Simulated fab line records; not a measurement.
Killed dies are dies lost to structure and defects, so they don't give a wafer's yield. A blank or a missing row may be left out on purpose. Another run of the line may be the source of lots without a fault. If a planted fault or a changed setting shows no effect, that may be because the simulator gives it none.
Which tool was responsible? | flow n5_finfet | 11 lots with 33 wafers sampled at 5 steps, on a route of 1938 steps

## WHAT THE GAUGES SHOWED, per wafer
N5_BEOL_M4_RC_MEAS_101. Usual: DIBL_N 36.5 mV/V, standard deviation 1.8; DIBL_P 36.5 mV/V, standard deviation 2.1; IOFF_N 0.17 nA/um, standard deviation 0.031; IOFF_P 0.22 nA/um, standard deviation 0.036; ION_N 677 uA/um, standard deviation 11; ION_P 463 uA/um, standard deviation 8; SS_N 71.6 mV/dec, standard deviation 0.61; SS_P 73.3 mV/dec, standard deviation 0.63; VT_N 249 mV, standard deviation 3.1; VT_P -250 mV, standard deviation 3.3.
lot  | measured     | on        | DIBL_N (mV/V)  | DIBL_P (mV/V)  | IOFF_N (nA/um) | IOFF_P (nA/um) | ION_N (uA/um) | ION_P (uA/um) | SS_N (mV/dec)  | SS_P (mV/dec)  | VT_N (mV)   | VT_P (mV)      | flag
L142 | day 8 12:54  | prober-01 | 34.9 37.1 34.9 | 36.3 39.6 36.8 | 0.16 0.19 0.16 | 0.17 0.23 0.18 | 684 679 673   | 455 464 457   | 71.6 71.9 71.8 | 73.8 74.0 72.7 | 249 246 249 | -252 -251 -255 |
L143 | day 8 14:43  | prober-02 | 40.8 37.6 37.2 | 41.5 38.2 36.6 | 0.23 0.17 0.15 | 0.26 0.20 0.18 | 683 688 675   | 462 465 454   | 72.8 71.1 71.1 | 74.2 73.7 73.3 | 245 248 251 | -250 -253 -255 |
L145 | day 9 10:14  | prober-01 | 38.5 34.7 36.1 | 38.5 34.7 35.5 | 0.21 0.14 0.15 | 0.26 0.20 0.20 | 694 681 679   | 476 468 469   | 72.0 71.0 71.7 | 73.7 72.8 73.1 | 242 250 250 | -245 -248 -249 |
L146 | day 9 20:15  | prober-02 | 35.0 35.7 33.9 | 35.6 36.2 34.9 | 0.13 0.15 0.13 | 0.19 0.20 0.18 | 667 678 675   | 465 467 463   | 70.8 71.3 70.9 | 73.1 73.9 72.5 | 249 249 251 | -251 -253 -251 |
L151 | day 11 03:36 | prober-02 | 35.7 35.7 38.2 | 35.2 35.7 37.1 | 0.16 0.16 0.19 | 0.19 0.20 0.22 | 669 676 681   | 458 461 461   | 71.8 71.6 71.7 | 72.9 73.1 73.4 | 249 248 249 | -252 -251 -252 |
L152 | day 11 03:25 | prober-01 | 36.8 37.6 34.3 | 35.4 35.9 33.2 | 0.17 0.19 0.14 | 0.22 0.24 0.20 | 663 664 667   | 456 454 457   | 71.9 72.6 71.6 | 73.8 73.5 72.9 | 250 248 250 | -248 -249 -249 |
L154 | day 11 12:56 | prober-01 | 35.1 37.4 35.0 | 35.0 38.1 35.1 | 0.14 0.18 0.14 | 0.20 0.25 0.21 | 675 676 684   | 470 462 471   | 71.0 71.0 71.4 | 72.8 73.8 72.9 | 250 248 249 | -250 -248 -249 |
L155 | day 12 01:16 | prober-01 | 38.7 36.5 37.8 | 39.2 36.5 38.0 | 0.20 0.16 0.18 | 0.24 0.19 0.21 | 682 671 691   | 463 458 462   | 71.7 71.4 71.4 | 74.4 73.7 73.2 | 247 250 250 | -250 -252 -254 |
L156 | day 12 07:37 | prober-01 | 36.3 35.7 38.1 | 36.7 34.7 38.7 | 0.15 0.13 0.18 | 0.20 0.17 0.23 | 667 663 690   | 456 460 463   | 71.2 70.9 71.9 | 72.9 72.3 73.2 | 251 252 249 | -250 -252 -249 |
L157 | day 12 10:10 | prober-01 | 33.8 37.1 35.9 | 31.6 35.1 33.6 | 0.12 0.19 0.17 | 0.16 0.22 0.19 | 667 681 668   | 455 460 455   | 70.6 71.2 71.5 | 71.7 73.0 73.0 | 252 245 247 | -252 -246 -251 |
L158 | day 12 13:29 | prober-02 | 38.7 35.6 38.0 | 39.5 35.4 37.7 | 0.19 0.13 0.17 | 0.25 0.19 0.22 | 680 669 669   | 469 461 460   | 71.8 71.8 72.6 | 73.7 73.0 73.1 | 247 253 249 | -249 -252 -249 |

## TOOL THAT RAN EACH LOT (tool first, then ch and the chambers of the sampled wafers, then the start)
lot  | N5_BEOL_M3_SPUTTER_81        | N5_BEOL_M3_ANNEAL_87         | N5_BEOL_M3_ANNEAL_91         | N5_BEOL_M3_ANNEAL_95
L142 | pvd_sputter-03, day 7 14:15  | pvd_sputter-03, day 7 14:33  | pvd_sputter-03, day 7 14:59  | pvd_sputter-03, day 7 23:19
L143 | pvd_sputter-03, day 8 02:41  | pvd_sputter-03, day 8 02:59  | pvd_sputter-03, day 8 03:26  | pvd_sputter-03, day 8 03:52
L145 | pvd_sputter-03, day 8 22:17  | pvd_sputter-03, day 8 22:35  | pvd_sputter-03, day 8 23:02  | pvd_sputter-03, day 8 23:28
L146 | pvd_sputter-01, day 9 06:54  | pvd_sputter-01, day 9 07:12  | pvd_sputter-01, day 9 07:38  | pvd_sputter-01, day 9 08:05
L151 | pvd_sputter-02, day 10 06:41 | pvd_sputter-02, day 10 06:59 | pvd_sputter-02, day 10 07:26 | pvd_sputter-02, day 10 07:52
L152 | pvd_sputter-01, day 10 14:58 | pvd_sputter-01, day 10 15:16 | pvd_sputter-01, day 10 15:43 | pvd_sputter-01, day 10 16:09
L154 | pvd_sputter-01, day 10 22:04 | pvd_sputter-01, day 10 22:22 | pvd_sputter-01, day 10 22:49 | pvd_sputter-01, day 10 23:15
L155 | pvd_sputter-03, day 11 10:48 | pvd_sputter-03, day 11 11:06 | pvd_sputter-03, day 11 11:32 | pvd_sputter-03, day 11 11:59
L156 | pvd_sputter-03, day 11 15:52 | pvd_sputter-03, day 11 16:12 | pvd_sputter-03, day 11 16:40 | pvd_sputter-03, day 11 17:07
L157 | pvd_sputter-01, day 11 19:44 | pvd_sputter-01, day 11 20:02 | pvd_sputter-01, day 11 20:28 | pvd_sputter-01, day 11 20:55
L158 | pvd_sputter-02, day 12 00:22 | pvd_sputter-02, day 12 00:40 | pvd_sputter-02, day 12 01:06 | pvd_sputter-02, day 12 01:32
- N5_BEOL_M3_SPUTTER_81: material Cu, target thk 4.5 nm, time 8.29 s.
- N5_BEOL_M3_ANNEAL_87: time 240 s.
- N5_BEOL_M3_ANNEAL_91: time 240 s.
- N5_BEOL_M3_ANNEAL_95: time 240 s.

## WHAT THE TOOLS THEMSELVES READ (means of the sampled wafers that have a number; where no wafer has one, the mark that the record gives instead)
N5_BEOL_M3_SPUTTER_81. Usual: susceptor_temp_C -20.00 C, standard deviation 0.11; throttle_valve_pct 30.1 %, standard deviation 1.1.
lot  | tool           | susceptor_temp_C (C) | throttle_valve_pct (%) | flag
L142 | pvd_sputter-03 | -20.04               | 30.4                   |
L143 | pvd_sputter-03 | -19.86               | 30.6                   |
L145 | pvd_sputter-03 | -20.06               | 30.8                   |
L146 | pvd_sputter-01 | -20.13               | 29.1                   |
L151 | pvd_sputter-02 | -19.96               | 30.3                   |
L152 | pvd_sputter-01 | -19.97               | 28.8                   |
L154 | pvd_sputter-01 | -19.98               | 28.8                   |
L155 | pvd_sputter-03 | -19.98               | 30.8                   |
L156 | pvd_sputter-03 | -19.95               | 30.9                   |
L157 | pvd_sputter-01 | -19.93               | 29.1                   |
L158 | pvd_sputter-02 | -20.06               | 30.2                   |

N5_BEOL_M3_ANNEAL_87. Usual: heater_power_w 828 W, standard deviation 110; susceptor_temp_C 400.00 C, standard deviation 0.21.
lot  | tool           | heater_power_w (W) | susceptor_temp_C (C) | flag
L142 | pvd_sputter-03 | 788                | 400.01               |
L143 | pvd_sputter-03 | 755                | 400.20               |
L145 | pvd_sputter-03 | 785                | 399.89               |
L146 | pvd_sputter-01 | 811                | 399.90               |
L151 | pvd_sputter-02 | 907                | 399.78               |
L152 | pvd_sputter-01 | 832                | 400.26               |
L154 | pvd_sputter-01 | 858                | 399.73               |
L155 | pvd_sputter-03 | 784                | 400.36               |
L156 | pvd_sputter-03 | 768                | 400.08               |
L157 | pvd_sputter-01 | 808                | 400.03               |
L158 | pvd_sputter-02 | 842                | 399.98               |

N5_BEOL_M3_ANNEAL_91. Usual: heater_power_w 826 W, standard deviation 110; susceptor_temp_C 400.00 C, standard deviation 0.23.
lot  | tool           | heater_power_w (W) | susceptor_temp_C (C) | flag
L142 | pvd_sputter-03 | 803                | 400.17               |
L143 | pvd_sputter-03 | 746                | 400.35               |
L145 | pvd_sputter-03 | 774                | 400.00               |
L146 | pvd_sputter-01 | 800                | 399.90               |
L151 | pvd_sputter-02 | 898                | 399.95               |
L152 | pvd_sputter-01 | 838                | 399.98               |
L154 | pvd_sputter-01 | 857                | 399.71               |
L155 | pvd_sputter-03 | -                  | -                    | OFF
L156 | pvd_sputter-03 | -                  | -                    | OFF
L157 | pvd_sputter-01 | 798                | 400.09               |
L158 | pvd_sputter-02 | 853                | 400.02               |

N5_BEOL_M3_ANNEAL_95. Usual: heater_power_w 827 W, standard deviation 110; susceptor_temp_C 399.97 C, standard deviation 0.21.
lot  | tool           | heater_power_w (W) | susceptor_temp_C (C) | flag
L142 | pvd_sputter-03 | 802                | 400.10               |
L143 | pvd_sputter-03 | 749                | 399.83               |
L145 | pvd_sputter-03 | 791                | 399.99               |
L146 | pvd_sputter-01 | 797                | 399.92               |
L151 | pvd_sputter-02 | 909                | 399.88               |
L152 | pvd_sputter-01 | 828                | 400.09               |
L154 | pvd_sputter-01 | 856                | 399.94               |
L155 | pvd_sputter-03 | 782                | 399.84               |
L156 | pvd_sputter-03 | 769                | 399.91               |
L157 | pvd_sputter-01 | 809                | 399.99               |
L158 | pvd_sputter-02 | 839                | 400.02               |

## THE ANSWER, worked out from the rows above alone
Rule: a lot counts as off when the mean over its wafers that have a number is more than 3 standard deviations away from the usual mean. Also off: a lot with no number at a reading for which 4 or more lots have one. Any other lot the step has rows for is counted as sound. First the gauges in route order, then the tools' own readings, where a lot's mean is used as printed above. At the first step where some lot is off, the reading lying furthest off is the one used; lots without a number count as furthest.
Off at N5_BEOL_M3_ANNEAL_91 (heater_power_w): L155, L156. Without a number there: L155, L156.
If a tool, at that step or one of the process steps before it, ran each lot that is off and ran no sound lot following the first of them, it fits. One fits: N5_BEOL_M3_SPUTTER_81 and N5_BEOL_M3_ANNEAL_87 and N5_BEOL_M3_ANNEAL_91 on pvd_sputter-03. At N5_BEOL_M3_SPUTTER_81 its last sound lot is L145 (day 8 22:17), its first lot that is off L155 (day 11 10:48): a fault that began between those two fits.

## WHAT THE SIMULATOR HAD PUT IN
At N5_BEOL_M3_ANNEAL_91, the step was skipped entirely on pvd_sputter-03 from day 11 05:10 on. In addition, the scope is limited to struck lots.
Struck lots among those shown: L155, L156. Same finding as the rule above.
